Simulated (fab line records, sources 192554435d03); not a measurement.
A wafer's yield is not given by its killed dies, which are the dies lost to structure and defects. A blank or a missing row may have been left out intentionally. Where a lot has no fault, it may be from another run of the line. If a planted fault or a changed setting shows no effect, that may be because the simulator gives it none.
Matching of chambers ; flow n5_finfet ; pecvd-03 running N5_MIM_TOP_ETCH_PECVD_03: 3 sister chambers
The step deposits SiNx from SiH4/NH3/N2, target thk 20 nm, time 17.6 s. 6 wafers are shown with their chamber, then 8 later ones without.

## EACH WAFER AND ITS CHAMBER
wafer;chamber;showerhead_plenum_p_Torr (Torr);throttle_valve_pct (%)
L086.2;2;5.04;37.7
L087.6;2;5.04;37.8
L093.1;0;5.13;40.8
L093.2;1;5.17;40.4
L093.6;0;5.14;40.8
L090.1;1;5.17;40.4

## WAFERS MISSING THEIR CHAMBER
wafer;showerhead_plenum_p_Torr (Torr);throttle_valve_pct (%)
L090.4;5.17;40.6
L090.5;5.14;40.8
L094.3;5.17;40.5
L094.4;5.17;40.6
L094.6;5.13;40.9
L096.1;5.17;40.6
L096.2;5.13;41.1
L096.4;5.05;37.9

## WHICH CHAMBER EACH ONE RAN IN
wafer;from the rows above;in truth
L090.4;1;1
L090.5;0;0
L094.3;1;1
L094.4;1;1
L094.6;0;0
L096.1;1;1
L096.2;0;0
L096.4;2;2
Correctly placed: 8 of 8. Not placeable from these rows: 0. Placed wrongly: 0.
How it was worked out, from the rows above alone: a wafer's distance from a chamber is the root of the sum, over the readings, of the square of ((its reading less the chamber's mean) divided by the reading's scatter). If the next closest chamber is less than 2 further off than the closest, the wafer can't be placed; otherwise it belongs to the closest. Each chamber's mean is taken over the wafers shown for it. The scatter is the square root of a quotient: the sum, over the shown wafers, of each reading's squared deviation from its chamber's mean, divided by wafers minus chambers.
